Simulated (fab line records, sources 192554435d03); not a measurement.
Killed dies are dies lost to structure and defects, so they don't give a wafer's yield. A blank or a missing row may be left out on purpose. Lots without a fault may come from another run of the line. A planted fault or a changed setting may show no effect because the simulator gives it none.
fab line records | flow n5_finfet | part 2 of 2: steps 4 to 6 of 6
record lots=20 wafers=60 last_day=17
route steps=1938 shown BEOL_M0_SAQP@662 BEOL_M0_CUTY@713 BEOL_M0@716
lots that met no fault: from a run of the same line without faults
start_h: hours from the record's first day to the start of the lot's first wafer shown | wait_h: hours since the lot's step before | " the same as in the row above | L1.1+2: a row that stands for several wafers | - no value, or no start given | * or withheld: withheld | < > ~ a bound
route shown NAME@n: a module of which the file shows steps, and the number in the route of the first | usual: mean/standard deviation of fault-free wafers | same: alike in all rows | chamber/n: place in a boat | sites: the reading at each site | _std_site: their standard deviation | _edge_site: outer sites' mean less inner sites' | radius_mm: how far each site lies from the wafer's centre | mask NAME#n: copy n | behind: the tool/chamber that last shaped the wafer | hold: why the lot was held/for how many hours/how that ended | device: the transistor (n, p or np) that didn't switch | end of line: the same wafers' tests at the end of the route | a step without rows: its recipe alone | killed: dies lost to structure and defects at the first sort, not the wafer's yield | map: a wafer's dies, x killed, . not, _ none there
set.NAME: the setting as run; set.NAME@STEP: as run at that earlier step | model.NAME: the simulator's own value behind a step, which no gauge read
steps of the route over a sample of lots; a table a step, a row a wafer
services: from which hour (start_h, from the record's first day; less than 0 if before it) a tool's chamber was out of use, for how many hours, and why
## steps
# step N5_BEOL_M0_CUTY_ETCH_63
# recipe chemistry=N2/H2 target=SOC target_depth_a=827 overetch_a=165 mask_material=SiARC temp_c=40 ion_energy_ev=200 time_s=124 pressure_mtorr=30 source_w=840 bias_w=150 n2_flow_sccm=200 h2_flow_sccm=200
# usual drypump_motor_current_A=5.9/0.45 oes_product_au=0.61/0.064 rf_fwd_power_W=836.3/2.9 rf_vpp_V=523.5/2.5 showerhead_plenum_p_Torr=2.53/0.077 temp_c=40.01/0.13 throttle_valve_pct=17.80/0.25
# columns lot.wafer tool chamber start_h wait_h drypump_motor_current_A oes_product_au rf_fwd_power_W rf_hours_counter_h rf_vpp_V showerhead_plenum_p_Torr temp_c throttle_valve_pct
L074.1 rie_diel-03 3 113.41 0.0 5.5 0.76 839.8 15 521.9 2.51 40.06 17.73
L074.2 " 2 " " 6.0 0.61 838.3 201 527.9 2.63 40.08 18.40
L074.5 " 1 " " 6.6 0.73 836.6 - 522.3 2.50 39.93 17.47
L076.1 rie_diel-04 2 129.31 0.0 6.4 0.59 832.4 192 524.5 2.53 40.15 18.11
L076.2 " 3 " " 6.1 0.67 830.1 98 521.9 2.46 40.02 17.60
L076.4 " 1 " " 6.1 0.58 835.6 208 525.9 2.63 40.13 17.59
L077.2 rie_diel-03 0 132.35 0.0 5.4 0.60 837.0 172 524.4 2.52 40.24 17.79
L077.3 " 3 " " 5.5 0.75 836.1 24 521.4 2.50 39.86 17.76
L077.5 " 2 " " 6.0 0.60 838.9 - 526.0 2.62 40.14 18.38
L078.2 rie_diel-05 2 137.75 0.0 5.9 0.58 833.9 229 520.7 2.41 39.90 18.09
L078.3 " 0 " " 5.9 0.57 842.6 225 520.5 2.42 40.00 17.79
L078.6 " 0 " " 5.9 0.57 835.6 - 519.5 2.42 39.92 17.81
L079.1 rie_diel-04 3 141.84 0.0 6.1 0.66 834.4 102 522.8 2.46 39.98 17.59
L079.4 " 2 " " 6.4 0.59 836.7 - 523.0 2.53 39.97 18.11
L079.6 " 1 " " 6.1 0.58 837.6 - 525.8 2.62 40.07 17.61
L080.4 rie_diel-04 2 150.62 0.1 6.4 0.59 837.0 - 524.3 2.53 40.08 18.12
L080.5 " 1 " " 6.1 0.58 835.0 - 525.6 2.62 40.06 17.61
L080.6 " 3 " " 6.1 0.66 835.2 - 524.0 2.46 40.29 17.59
L081.3 rie_diel-05 0 163.66 0.0 5.9 0.57 836.9 234 518.7 2.42 40.22 17.82
L081.4 " 3 " " 6.2 0.58 833.6 225 524.8 2.61 39.99 17.58
L081.5 " 3 " " 6.1 0.58 839.3 - 524.1 2.61 40.06 17.57
L083.2 rie_diel-03 1 167.18 0.0 6.6 0.71 837.5 53 520.1 2.49 40.26 17.51
L083.4 " 2 " " 6.0 0.59 841.2 217 526.2 2.62 39.69 18.41
L083.6 " 2 " " 6.0 0.59 840.2 - 525.4 2.62 39.90 18.40
L084.1 rie_diel-04 1 173.16 0.0 6.1 0.57 832.9 227 524.9 2.62 40.02 17.63
L084.2 " 2 " " 6.4 0.58 835.3 211 523.7 2.52 39.89 18.13
L084.6 " 3 " " 6.1 0.65 837.9 - 521.6 2.45 40.14 17.61
L086.1 rie_diel-03 2 190.12 0.0 6.0 0.59 834.9 228 527.0 2.61 40.21 18.40
L086.2 " 1 " " 6.6 0.70 835.2 64 522.4 2.48 40.20 17.52
L086.4 " 0 " " 5.3 0.59 835.5 195 522.9 2.51 40.05 17.83
L087.1 rie_diel-03 2 191.89 0.0 6.0 0.58 838.8 229 526.3 2.61 39.97 18.44
L087.5 " 3 " " 5.5 0.71 838.3 - 519.8 2.49 40.00 17.79
L087.6 " 0 " " 5.4 0.58 833.4 - 524.0 2.51 40.17 17.82
L089.1 rie_diel-03 0 202.10 0.0 5.4 0.59 841.9 200 522.1 2.51 39.95 17.84
L089.3 " 3 " " 5.5 0.72 834.5 51 523.5 2.49 39.90 17.80
L089.4 " 1 " " 6.6 0.69 839.3 70 520.6 2.48 40.13 17.52
L088.1 rie_diel-05 0 208.63 0.0 5.9 0.56 836.2 246 518.9 2.41 39.89 17.84
L088.4 " 2 " " 6.0 0.57 829.2 250 519.2 2.41 40.00 18.11
L088.5 " 0 " " 5.9 0.56 836.8 - 520.9 2.41 39.99 17.85
L090.3 rie_diel-05 1 212.62 0.0 5.0 0.59 836.8 203 522.1 2.52 39.88 17.72
L090.5 " 0 " " 5.9 0.56 835.8 - 519.9 2.41 39.97 17.84
L090.6 " 1 " " 5.0 0.58 838.1 - 522.9 2.52 39.92 17.73
L091.1 rie_diel-05 0 215.01 0.0 5.8 0.56 841.4 249 519.5 2.41 40.14 17.85
L091.4 " 3 " " 6.1 0.56 841.0 - 524.3 2.60 40.09 17.58
L091.5 " 0 " " 5.9 0.56 842.0 - 520.6 2.41 40.12 17.85
L092.2 rie_diel-03 3 224.35 0.0 5.5 0.70 834.8 59 522.8 2.49 40.03 17.80
L092.4 " 1 " " 6.6 0.68 831.7 77 522.4 2.48 39.87 17.56
L092.6 " 3 " " 5.5 0.70 833.7 - 521.8 2.49 39.93 17.80
L093.1 rie_diel-04 0 226.96 0.0 6.6 0.57 836.6 220 525.8 2.62 40.13 17.64
L093.4 " 2 " " 6.3 0.57 835.0 232 522.7 2.51 40.06 18.18
L093.6 " 1 " " 6.1 0.56 842.6 - 525.7 2.61 40.02 17.66
L094.1 rie_diel-04 0 235.20 0.0 6.6 0.57 839.0 223 527.7 2.62 39.95 17.63
L094.2 " 3 " " 6.1 0.64 832.8 141 521.1 2.44 40.08 17.66
L094.6 " 3 " " 6.1 0.63 831.2 - 521.5 2.44 40.11 17.67
L096.1 rie_diel-05 3 252.87 0.0 6.2 0.56 835.9 256 525.8 2.59 40.15 17.61
L096.4 " 1 " " 5.0 0.58 832.8 - 522.2 2.52 39.84 17.73
L096.6 " 2 " " 6.0 0.79 837.5 - 528.8 2.72 40.08 17.74
L097.1 rie_diel-05 2 253.19 0.0 6.0 0.78 835.0 12 527.9 2.72 40.00 17.76
L097.2 " 1 " " 5.0 0.57 834.2 222 523.4 2.52 40.05 17.75
L097.3 " 3 " " 6.1 0.56 839.5 256 526.5 2.59 40.05 17.62
# step N5_BEOL_M0_HM_OPEN_105
# recipe chemistry=Cl2/BCl3 target_depth_a=120 target=TiN ion_energy_ev=150 pressure_mtorr=10 icp_w=1000 bias_w=126 Cl2_flow_sccm=53.25 bcl3_flow_sccm=21.75 Ar_flow_sccm=25
# usual drypump_motor_current_A=5.3/0.47 oes_product_au=0.72/0.07 rf_fwd_power_W=995/3.3 throttle_valve_pct=22.0/0.35
# columns lot.wafer tool chamber start_h wait_h drypump_motor_current_A oes_product_au rf_fwd_power_W rf_hours_counter_h throttle_valve_pct
L074.1 rie_metal-03 1 117.42 3.8 5.9 0.66 993 97 22.5
L074.2 " 0 " " 4.8 0.71 998 64 21.9
L074.5 " 0 " " 4.8 0.71 997 - 21.9
L076.1 rie_metal-03 1 129.99 0.5 5.9 0.66 990 98 22.5
L076.2 " 0 " " 4.8 0.71 997 64 21.9
L076.4 " 1 " " 5.9 0.65 993 - 22.5
L077.2 rie_metal-01 1 132.86 0.4 5.0 0.89 992 9 21.5
L077.3 " 0 " " 4.9 0.72 997 - 21.8
L077.5 " 1 " " 5.0 0.90 990 - 21.5
L078.2 rie_metal-01 1 139.81 1.9 5.0 0.88 999 9 21.5
L078.3 " 1 " " 5.0 0.88 992 - 21.5
L078.6 " 0 " " 4.9 0.72 993 - 21.8
L079.1 rie_metal-03 0 143.25 1.2 4.8 0.70 995 66 22.0
L079.4 " 1 " " 5.9 0.65 993 - 22.5
L079.6 " 0 " " 4.8 0.70 999 - 22.0
L080.4 rie_metal-01 1 151.28 0.5 5.0 0.87 995 - 21.5
L080.5 " 0 " " 4.9 0.71 999 - 21.8
L080.6 " 1 " " 5.0 0.87 1002 - 21.5
L081.3 rie_metal-01 1 163.93 0.1 5.0 0.87 998 - 21.5
L081.4 " 0 " " 4.9 0.71 997 - 21.8
L081.5 " 1 " " 5.0 0.87 1001 - 21.5
L083.2 rie_metal-03 1 167.45 0.1 5.8 0.65 991 102 22.5
L083.4 " 0 " " 4.8 0.70 995 - 21.9
L083.6 " 1 " " 5.9 0.65 992 - 22.5
L084.1 rie_metal-03 0 175.36 2.0 4.8 0.70 995 69 21.9
L084.2 " 1 " " 5.8 0.65 1000 103 22.5
L084.6 " 0 " " 4.8 0.70 993 - 21.9
L086.1 rie_metal-03 0 190.61 0.3 4.8 0.69 995 71 21.9
L086.2 " 1 " " 5.8 0.65 990 104 22.5
L086.4 " 0 " " 4.8 0.70 998 - 21.9
L087.1 rie_metal-02 1 192.17 0.1 6.0 0.80 998 39 21.6
L087.5 " 0 " " 5.5 0.77 995 - 22.0
L087.6 " 1 " " 5.9 0.79 993 - 21.6
L089.1 rie_metal-03 1 205.44 3.2 5.9 0.65 989 105 22.5
L089.3 " 1 " " 5.9 0.64 992 - 22.5
L089.4 " 0 " " 4.8 0.69 996 - 21.9
L088.1 rie_metal-02 0 209.43 0.6 5.6 0.77 989 36 22.0
L088.4 " 0 " " 5.5 0.77 993 - 22.0
L088.5 " 0 " " 5.6 0.77 994 - 22.0
L090.3 rie_metal-03 1 213.02 0.2 5.9 0.65 990 - 22.5
L090.5 " 1 " " 5.9 0.65 991 - 22.5
L090.6 " 0 " " 4.8 0.69 996 - 22.0
L091.1 rie_metal-01 0 217.37 2.2 4.9 0.70 1000 71 21.8
L091.4 " 1 " " 5.0 0.84 995 - 21.5
L091.5 " 1 " " 5.0 0.84 993 - 21.5
L092.2 rie_metal-01 0 227.61 3.1 4.9 0.71 1000 72 21.8
L092.4 " 1 " " 5.0 0.84 998 - 21.5
L092.6 " 0 " " 4.9 0.70 994 - 21.8
L093.1 rie_metal-03 1 228.09 1.0 5.8 0.65 993 107 22.5
L093.4 " 0 " " 4.8 0.69 998 - 22.0
L093.6 " 1 " " 5.9 0.65 998 - 22.5
L094.1 rie_metal-03 0 235.65 0.3 4.8 0.67 994 75 22.0
L094.2 " 1 " " 5.8 0.64 993 108 22.6
L094.6 " 0 " " 4.8 0.68 993 - 22.0
L096.1 rie_metal-02 0 253.65 0.6 5.5 0.76 995 40 22.0
L096.4 " 0 " " 5.5 0.75 996 - 22.0
L096.6 " 0 " " 5.5 0.76 993 - 22.0
L097.1 rie_metal-03 1 253.70 0.3 5.9 0.64 994 110 22.5
L097.2 " 0 " " 4.8 0.69 999 76 22.0
L097.3 " 1 " " 5.9 0.63 992 - 22.5
# step N5_BEOL_M0_SPUTTER_132
# recipe material=Cu target_thk_a=40 temp_c=-20 chamber_pressure_pa=0.07 power_w=withheld time_s=7.37
# usual throttle_valve_pct=30.0/0.98
# columns lot.wafer tool chamber start_h wait_h throttle_valve_pct
L074.1 pvd_sputter-03 - 122.32 0.0 29.7
L074.2 " - " " 31.9
L074.5 " - " " 29.9
L076.1 pvd_sputter-02 - 133.28 0.0 28.0
L076.2 " - " " 29.0
L076.4 " - " " 28.6
L077.2 pvd_sputter-01 - 135.02 0.0 30.4
L077.3 " - " " 29.7
L077.5 " - " " 30.8
L078.2 pvd_sputter-01 - 143.45 0.0 31.1
L078.3 " - " " 30.3
L078.6 " - " " 29.4
L079.1 pvd_sputter-01 - 146.01 0.0 30.8
L079.4 " - " " 30.7
L079.6 " - " " 29.6
L080.4 pvd_sputter-03 - 153.35 0.0 29.8
L080.5 " - " " 30.8
L080.6 " - " " 29.9
L081.3 pvd_sputter-02 - 167.11 0.0 29.0
L081.4 " - " " 27.9
L081.5 " - " " 28.9
L083.2 pvd_sputter-03 - 168.99 0.0 32.1
L083.4 " - " " 29.9
L083.6 " - " " 29.8
L084.1 pvd_sputter-01 - 178.87 0.0 30.3
L084.2 " - " " 30.8
L084.6 " - " " 30.3
L086.1 pvd_sputter-01 - 194.14 0.0 30.4
L086.2 " - " " 30.7
L086.4 " - " " 29.6
L087.1 pvd_sputter-03 - 195.29 0.0 30.1
L087.5 " - " " 29.9
L087.6 " - " " 29.9
L089.1 pvd_sputter-01 - 207.42 0.0 30.1
L089.3 " - " " 30.8
L089.4 " - " " 30.2
L088.1 pvd_sputter-03 - 211.82 0.0 29.8
L088.4 " - " " 30.7
L088.5 " - " " 30.7
L090.3 pvd_sputter-01 - 216.22 0.0 30.9
L090.5 " - " " 30.3
L090.6 " - " " 30.6
L091.1 pvd_sputter-02 - 221.04 0.0 27.7
L091.4 " - " " 28.8
L091.5 " - " " 27.8
L092.2 pvd_sputter-03 - 229.46 0.0 32.1
L092.4 " - " " 30.9
L092.6 " - " " 29.8
L093.1 pvd_sputter-01 - 231.62 0.0 29.4
L093.4 " - " " 30.2
L093.6 " - " " 30.1
L094.1 pvd_sputter-02 - 238.64 0.0 28.9
L094.2 " - " " 27.8
L094.6 " - " " 27.9
L097.1 pvd_sputter-02 - 255.74 0.0 28.2
L097.2 " - " " 30.6
L097.3 " - " " 29.0
L096.1 pvd_sputter-01 - 259.79 0.0 30.1
L096.4 " - " " 29.4
L096.6 " - " " 29.3
## services
# columns tool chamber start_h hours kind
rie_diel-03 - 95.44 6.3 repair
rie_diel-04 1 111.29 4.4 repair
rie_diel-06 2 125.43 12.1 repair
pvd_sputter-02 - 126.57 5.3 repair
rie_metal-02 - 129.41 25.4 repair
vapor_etch-02 - 134.11 19.1 repair
rie_diel-04 0 137.60 42.6 repair
rie_diel-02 3 142.67 1.8 repair
rie_diel-01 2 164.28 2.8 repair
rie_diel-01 1 168.11 - clean
rie_metal-03 0 169.80 2.5 repair
rie_diel-05 - 172.74 15.6 pm
rie_diel-04 - 223.43 2.3 repair
rie_diel-02 0 233.89 - clean
rie_diel-02 0 233.89 - consumable_replace:focus_ring
rie_diel-02 0 233.89 14.9 scheduled_down
rie_diel-02 0 233.89 14.9 vent_cycle
pvd_sputter-03 - 235.09 39.9 repair
rie_diel-01 2 235.33 5.0 repair
rie_diel-03 1 242.80 8.4 repair
rie_metal-01 - 243.20 14.6 pm
rie_diel-02 1 243.32 8.0 repair
rie_metal-02 1 247.55 14.2 repair
rie_diel-04 3 254.77 12.9 repair
